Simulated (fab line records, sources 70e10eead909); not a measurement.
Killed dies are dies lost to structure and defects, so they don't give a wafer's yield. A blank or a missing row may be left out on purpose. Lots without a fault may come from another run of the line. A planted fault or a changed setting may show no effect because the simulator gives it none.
fab line records | flow nand_harc
record lots=13 wafers=39 last_day=23
route steps=1159 shown A_CONTACT@896 END@1159
lots that met no fault: from a run of the same line without faults
start_h: hours from the record's first day to the start of the lot's first wafer shown | wait_h: hours since the lot's step before | " the same as in the row above | L1.1+2: a row that stands for several wafers | - no value, or no start given | * or withheld: withheld | < > ~ a bound
route shown NAME@n: a module of which the file shows steps, and the number in the route of the first | usual: mean/standard deviation of fault-free wafers | same: alike in all rows | chamber/n: place in a boat | sites: the reading at each site | _std_site: their standard deviation | _edge_site: outer sites' mean less inner sites' | radius_mm: how far each site lies from the wafer's centre | mask NAME#n: copy n | behind: the tool/chamber that last shaped the wafer | hold: why the lot was held/for how many hours/how that ended | device: the transistor (n, p or np) that didn't switch | end of line: the same wafers' tests at the end of the route | a step without rows: its recipe alone | killed: dies lost to structure and defects at the first sort, not the wafer's yield | map: a wafer's dies, x killed, . not, _ none there
set.NAME: the setting as run; set.NAME@STEP: as run at that earlier step | model.NAME: the simulator's own value behind a step, which no gauge read
steps of the route over a sample of lots; a table a step, a row a wafer
services: from which hour (start_h, from the record's first day; less than 0 if before it) a tool's chamber was out of use, for how many hours, and why
## steps
# step NHARC_A_CONTACT_CD_MEAS_69
# recipe target_cd_nm=200 landing_energy_ev=500
# usual cd_nm=199.9/0.62
# columns lot.wafer tool chamber start_h wait_h cd_nm
L634.1 cd_sem-01 0 380.43 - 200.3
L634.3 " 0 " " 199.5
L634.4 " 0 " " 199.8
L636.2 cd_sem-03 0 385.51 - 199.7
L636.3 " 0 " " 198.6
L636.5 " 0 " " 199.3
L635.1 cd_sem-02 0 388.32 - 199.6
L635.4 " 0 " " 198.9
L635.5 " 0 " " 200.6
L639.1 cd_sem-01 0 406.84 - 200.2
L639.2 " 0 " " 199.3
L639.3 " 0 " " 200.1
L642.1 cd_sem-01 0 424.15 - 198.9
L642.4 " 0 " " 199.1
L642.6 " 0 " " 198.4
L643.1 cd_sem-01 0 433.29 - 199.6
L643.3 " 0 " " 200.0
L643.6 " 0 " " 199.9
L647.2 cd_sem-02 0 445.44 - 200.4
L647.4 " 0 " " 201.0
L647.5 " 0 " " 199.8
L648.2 cd_sem-02 0 446.27 - 200.2
L648.4 " 0 " " 199.4
L648.5 " 0 " " 199.9
L645.3 cd_sem-02 0 456.19 - 200.7
L645.5 " 0 " " 199.9
L645.6 " 0 " " 201.0
L649.1 cd_sem-02 0 461.02 - 198.8
L649.5 " 0 " " 198.9
L649.6 " 0 " " 200.1
L650.3 cd_sem-01 0 466.59 - 199.8
L650.4 " 0 " " 200.4
L650.5 " 0 " " 200.1
L652.1 cd_sem-02 0 476.42 - 198.8
L652.5 " 0 " " 199.5
L652.6 " 0 " " 200.0
L656.1 cd_sem-01 0 494.10 - 199.8
L656.2 " 0 " " 200.1
L656.4 " 0 " " 200.2
# step NHARC_A_CONTACT_ETCH_76
# recipe target_depth_a=2600 over_etch_frac=0.3 time_s=475.3 ion_energy_ev=200 n2_flow_sccm=150 h2_flow_sccm=150 ar_flow_sccm=0 rf_w=400 bias_w=150 chemistry=N2/H2
# usual drypump_motor_current_A=5.5/0.49 h2_flow_sccm=149.9/0.45 oes_product_au=1.000/0.0085 rf_vpp_V=429.3/2.9 showerhead_plenum_p_Torr=1.99/0.1 throttle_valve_pct=14.172/0.0091
# columns lot.wafer tool chamber start_h wait_h drypump_motor_current_A h2_flow_sccm oes_product_au rf_hours_counter_h rf_vpp_V showerhead_plenum_p_Torr throttle_valve_pct
L634.3 rie_diel-01 3 380.80 - 5.9 149.7 1.008 9 428.0 1.91 14.167
L634.1 " 0 " " 4.9 150.3 0.998 8 433.8 2.13 14.170
L634.4 " 1 " " 5.1 149.9 0.986 8 428.7 1.96 14.156
L636.2 rie_diel-04 0 385.97 - 5.8 150.4 0.998 35 425.9 1.89 14.188
L636.3 " 1 " " 6.6 149.2 1.032 36 430.9 2.03 14.164
L636.5 " 2 " " 6.3 149.9 1.014 - 436.2 2.21 14.179
L635.1 rie_diel-13 0 388.80 - 5.3 150.5 1.001 40 426.9 1.91 14.186
L635.4 " 2 " " 5.8 148.4 0.996 - 429.1 1.98 14.167
L635.5 " 0 " " 5.3 150.0 1.005 - 426.9 1.91 14.174
L639.1 rie_diel-01 3 407.21 - 5.9 150.8 1.017 13 427.3 1.91 14.170
L639.2 " 0 " " 4.9 150.3 1.006 12 433.6 2.13 14.171
L639.3 " 2 " " 5.3 149.7 0.993 13 427.5 1.91 14.174
L642.1 rie_diel-01 3 424.59 - 5.9 149.3 1.006 16 425.8 1.90 14.171
L642.6 " 3 " " 5.9 149.6 1.012 - 426.3 1.90 14.166
L642.4 " 1 " " 5.1 150.1 0.995 - 428.0 1.95 14.175
L643.3 rie_diel-01 1 433.65 - 5.1 150.0 0.992 19 427.7 1.95 14.195
L643.1 " 0 " " 4.9 149.8 1.001 17 434.2 2.13 14.159
L643.6 " 1 " " 5.1 149.9 1.000 - 428.1 1.95 14.166
L647.4 rie_diel-01 3 445.89 - 5.9 150.3 1.005 23 427.1 1.90 14.143
L647.2 " 1 " " 5.1 150.4 0.995 22 427.7 1.95 14.164
L647.5 " 2 " " 5.3 149.8 0.999 - 426.9 1.91 14.176
L648.2 rie_diel-01 0 447.15 - 4.9 150.2 0.991 21 432.8 2.13 14.167
L648.4 " 1 " " 5.1 149.1 1.003 22 428.4 1.95 14.175
L648.5 " 0 " " 4.9 149.7 0.996 - 433.0 2.13 14.177
L645.3 rie_diel-01 3 456.66 - 5.8 149.5 1.001 26 426.0 1.90 14.181
L645.6 " 1 " " 5.1 149.6 0.997 - 428.2 1.95 14.180
L645.5 " 2 " " 5.4 150.1 1.003 - 428.7 1.91 14.171
L649.1 rie_diel-01 0 461.43 - 4.9 149.6 0.841 26 433.1 2.13 14.162
L649.6 " 0 " " 4.9 149.7 0.841 - 433.5 2.13 14.169
L649.5 " 1 " " 5.1 149.8 0.986 - 428.2 1.95 14.193
L650.4 rie_diel-01 3 466.95 - 5.9 149.4 1.008 30 426.8 1.90 14.170
L650.3 " 2 " " 5.4 149.4 0.848 29 427.3 1.91 14.177
L650.5 " 0 " " 4.9 149.8 0.997 - 432.9 2.13 14.171
L652.1 rie_diel-01 2 476.88 - 5.4 150.8 0.853 31 425.6 1.91 14.178
L652.6 " 3 " " 5.9 150.2 0.856 - 425.5 1.90 14.163
L652.5 " 0 " " 4.9 149.3 0.998 - 433.6 2.13 14.185
L656.1 rie_diel-13 3 494.47 - 5.4 150.6 0.993 10 432.0 2.17 14.162
L656.4 " 1 " " 6.3 149.7 0.992 10 428.7 1.99 14.174
L656.2 " 2 " " 5.8 149.8 0.998 9 429.9 1.97 14.165
# step NHARC_A_CONTACT_ETCH_128
# recipe source_w=withheld pressure_mtorr=20 bias_v=1200 time_s=155 target_depth_a=9560 ar_flow_sccm=withheld c4f8_flow_sccm=withheld o2_flow_sccm=withheld chemistry=C4F8/O2/Ar
# columns lot.wafer tool chamber start_h wait_h rf_hours_counter_h
L634.1 har_cap_etch-02 0 382.40 0.1 10
L634.4 " 1 " " -
L634.3 " 0 " " -
L636.2 har_cap_etch-03 1 387.69 0.1 83
L636.3 " 1 " " -
L636.5 " 0 " " -
L635.1 har_cap_etch-02 0 390.45 0.1 12
L635.4 " 1 " " -
L635.5 " 1 " " -
L639.2 har_cap_etch-01 1 408.88 0.1 62
L639.1 " 0 " " 62
L639.3 " 1 " " -
L642.1 har_cap_etch-02 1 426.19 0.1 18
L642.4 " 1 " " -
L642.6 " 1 " " -
L643.1 har_cap_etch-02 1 435.25 0.1 20
L643.3 " 1 " " -
L643.6 " 1 " " -
L647.2 har_cap_etch-03 0 448.35 0.2 95
L647.4 " 1 " " -
L647.5 " 0 " " -
L648.2 har_cap_etch-01 0 448.75 0.1 70
L648.4 " 1 " " -
L648.5 " 1 " " -
L645.3 har_cap_etch-02 0 458.38 0.1 -
L645.6 " 1 " " -
L645.5 " 0 " " -
L649.1 har_cap_etch-01 1 463.10 0.1 74
L649.6 " 1 " " -
L649.5 " 0 " " -
L650.4 har_cap_etch-02 1 468.59 0.1 -
L650.3 " 0 " " -
L650.5 " 0 " " -
L652.1 har_cap_etch-02 0 478.38 0.1 31
L652.5 " 1 " " -
L652.6 " 0 " " -
L656.1 har_cap_etch-03 0 496.16 0.1 103
L656.2 " 1 " " 103
L656.4 " 1 " " -
# step NHARC_A_CONTACT_ETCH_131
# recipe source_w=withheld pressure_mtorr=20 bias_v=1200 time_s=155 target_depth_a=9560 ar_flow_sccm=withheld c4f8_flow_sccm=withheld o2_flow_sccm=withheld chemistry=C4F8/O2/Ar
# columns lot.wafer tool chamber start_h wait_h rf_hours_counter_h
L634.1 har_cap_etch-02 0 382.83 0.1 10
L634.4 " 1 " " -
L634.3 " 0 " " -
L636.2 har_cap_etch-03 1 388.11 0.1 83
L636.3 " 1 " " -
L636.5 " 0 " " -
L635.1 har_cap_etch-02 0 390.87 0.1 12
L635.4 " 1 " " -
L635.5 " 1 " " -
L639.2 har_cap_etch-01 1 409.31 0.1 62
L639.1 " 0 " " 62
L639.3 " 1 " " -
L642.1 har_cap_etch-02 1 426.62 0.1 18
L642.4 " 1 " " -
L642.6 " 1 " " -
L643.1 har_cap_etch-02 1 435.67 0.1 21
L643.3 " 1 " " -
L643.6 " 1 " " -
L647.2 har_cap_etch-03 0 449.10 0.2 95
L647.4 " 1 " " -
L647.5 " 0 " " -
L648.2 har_cap_etch-01 0 449.18 0.1 70
L648.4 " 1 " " -
L648.5 " 1 " " -
L645.3 har_cap_etch-02 0 458.81 0.1 -
L645.6 " 1 " " -
L645.5 " 0 " " -
L649.1 har_cap_etch-01 1 463.53 0.1 75
L649.6 " 1 " " -
L649.5 " 0 " " -
L650.4 har_cap_etch-02 1 469.02 0.1 -
L650.3 " 0 " " -
L650.5 " 0 " " -
L652.1 har_cap_etch-02 0 478.80 0.1 32
L652.5 " 1 " " -
L652.6 " 0 " " -
L656.1 har_cap_etch-03 0 496.59 0.1 104
L656.2 " 1 " " 104
L656.4 " 1 " " -
# step NHARC_END_SORT_01
# recipe temp_c=25
# usual killed_at_array=25/9.2 killed_at_other=0.8/1.2 killed_at_periphery=3.9/2.6 killed_dies=30/9.7 killed_open=3.4/1.9 killed_short=2.0/1.4
# same gross_dies=677
# columns lot.wafer tool chamber start_h wait_h killed_at_array killed_at_other killed_at_periphery killed_dies killed_open killed_short
L649.1 prober-02 0 536.14 2.5 108 2 4 114 5 2
L649.5 prober-02 0 539.32 3.7 24 3 4 31 2 1
L649.6 prober-02 0 540.11 4.0 111 0 1 112 5 1
L650.3 prober-01 0 537.70 3.1 61 0 7 68 2 2
L650.4 prober-01 0 538.51 3.4 31 1 7 39 2 4
L650.5 prober-01 0 539.32 3.7 25 2 4 31 3 1
L652.1 prober-01 0 543.94 2.5 130 1 2 133 1 1
L652.5 prober-01 0 547.14 3.7 24 1 4 29 5 1
L652.6 prober-01 0 547.94 4.0 117 0 0 117 1 0
# killed by level:class
L649.1 A_CONTACT:area_etch=76 A_SLIT:chamber_film_flake=12 A_CHANNEL_HOLE_D1:chamber_film_flake=11 THIN_TSV:chamber_film_flake=2 P_CONTACT:geometric_particle:open=1 A_SOURCE_PLATE:geometric_particle:open=1 A_ONON_D1:geometric_particle:short=1 A_CHANNEL_HOLE_D1:geometric_particle:short=1
L650.3 A_CONTACT:area_etch=34 A_SLIT:chamber_film_flake=10 A_CONTACT:chamber_film_flake=7 P_M1:chamber_film_flake=5 A_CHANNEL_HOLE_D1:chamber_film_flake=3 A_BLC:chamber_film_flake=2 P_GATE:geometric_particle:short=1 A_ONON_D1:geometric_particle:open=1
L650.4 A_CONTACT:chamber_film_flake=10 A_SLIT:chamber_film_flake=9 A_CHANNEL_HOLE_D1:chamber_film_flake=5 P_M1:chamber_film_flake=3 P_CONTACT:chamber_film_flake=2 A_ZERO_WELL:chamber_film_flake=2 P_GATE:geometric_particle:short=1 P_M0:geometric_particle:short=1
L649.5 A_CHANNEL_HOLE_D1:chamber_film_flake=15 A_SLIT:chamber_film_flake=6 P_M1:chamber_film_flake=3 THIN_TSV:chamber_film_flake=3 P_CONTACT:geometric_particle:open=1 A_SOURCE_PLATE:geometric_particle:open=1 A_CHANNEL_HOLE_D1:geometric_particle:short=1 A_CHANNEL_FILL_D1:chamber_film_flake=1
L650.5 A_SLIT:chamber_film_flake=12 A_CHANNEL_HOLE_D1:chamber_film_flake=4 A_CONTACT:chamber_film_flake=3 P_CONTACT:chamber_film_flake=2 P_M1:chamber_film_flake=2 THIN_TSV:chamber_film_flake=2 A_CHANNEL_FILL_D1:geometric_particle:open=1 A_SGD_CUT:geometric_particle:open=1
L649.6 A_CONTACT:area_etch=65 A_CHANNEL_HOLE_D1:chamber_film_flake=24 A_SLIT:chamber_film_flake=13 A_CONTACT:geometric_particle:open=2 A_STAIRCASE:chamber_film_flake=2 P_CONTACT:geometric_particle:open=1 A_WL_FILL:geometric_particle:short=1 A_WL_FILL:geometric_particle:open=1
L652.1 A_CONTACT:area_etch=105 A_CHANNEL_HOLE_D1:chamber_film_flake=17 A_STAIRCASE:chamber_film_flake=5 P_M0:geometric_particle:open=1 P_M2:geometric_particle:short=1 A_SLIT:chamber_film_flake=1 A_WL_FILL:chamber_film_flake=1 A_CONTACT:chamber_film_flake=1
L652.5 A_CHANNEL_HOLE_D1:chamber_film_flake=18 A_STAIRCASE:chamber_film_flake=3 P_CONTACT:geometric_particle:open=1 P_M0:geometric_particle:open=1 P_M1:geometric_particle:short=1 P_BONDPAD:geometric_particle:open=1 A_BLC:geometric_particle:open=1 A_M1:geometric_particle:open=1
L652.6 A_CONTACT:area_etch=91 A_STAIRCASE:chamber_film_flake=13 A_CHANNEL_HOLE_D1:chamber_film_flake=11 A_ONON_D1:geometric_particle:open=1 A_WL_FILL:chamber_film_flake=1
## services
# columns tool chamber start_h hours kind
rie_diel-04 3 365.31 26.3 repair
rie_diel-01 0 372.87 - clean
rie_diel-01 1 372.87 - clean
rie_diel-01 2 372.87 - clean
rie_diel-01 3 372.87 - clean
rie_diel-01 0 391.93 6.4 repair
rie_diel-01 1 397.39 - clean
rie_diel-01 2 397.39 - clean
rie_diel-01 3 397.39 - clean
rie_diel-04 0 406.09 10.4 repair
rie_diel-13 2 415.09 6.4 repair
rie_diel-01 0 421.96 - clean
rie_diel-01 1 421.96 - clean
rie_diel-01 2 421.96 - clean
rie_diel-01 3 421.96 - clean
rie_diel-01 0 422.42 2.4 repair
rie_diel-01 0 446.56 - clean
rie_diel-01 1 446.56 - clean
rie_diel-01 2 446.56 - clean
rie_diel-13 - 453.00 9.0 pm
rie_diel-04 - 467.04 9.0 pm
har_cap_etch-01 - 479.00 0.8 repair
rie_diel-01 - 491.81 9.0 pm
rie_diel-13 2 494.78 4.1 repair
## key
first_sign step=NHARC_A_CONTACT_ETCH_76 reading=oes_product_au direction=down sigmas=18 usual=1.000 struck=0.848
effect step=NHARC_END_SORT_01 reading=killed_at_array direction=up sigmas=8.7 usual=25 struck=105
more_kills_born_at NHARC_A_CONTACT_ETCH_76@rie_diel-01=371
met_at NHARC_A_CONTACT_ETCH_76
struck_lots L649,L650,L652
struck_wafers L649.1,L649.6,L650.3,L652.1,L652.6
tester_left_out L649,L650,L652
not_acting_at NHARC_A_CONTACT_CD_MEAS_69,NHARC_A_CONTACT_ETCH_128,NHARC_A_CONTACT_ETCH_131
onset_between 456.66 461.43
fault kind=process_parameter_drift tool=rie_diel-01 chamber=- onset_h=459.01 steps=NHARC_A_CONTACT_ETCH_76 channel=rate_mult offset=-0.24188 shape=step end_h=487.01 scope=struck_wafers_only
# tester_left_out: of these lots the tester's yield and bins aren't shown, on N5 and GAA mostly nor the transistor test; their killed dies are dies lost to structure and defects alone, not to doping, threshold or leakage, so they don't give the yield
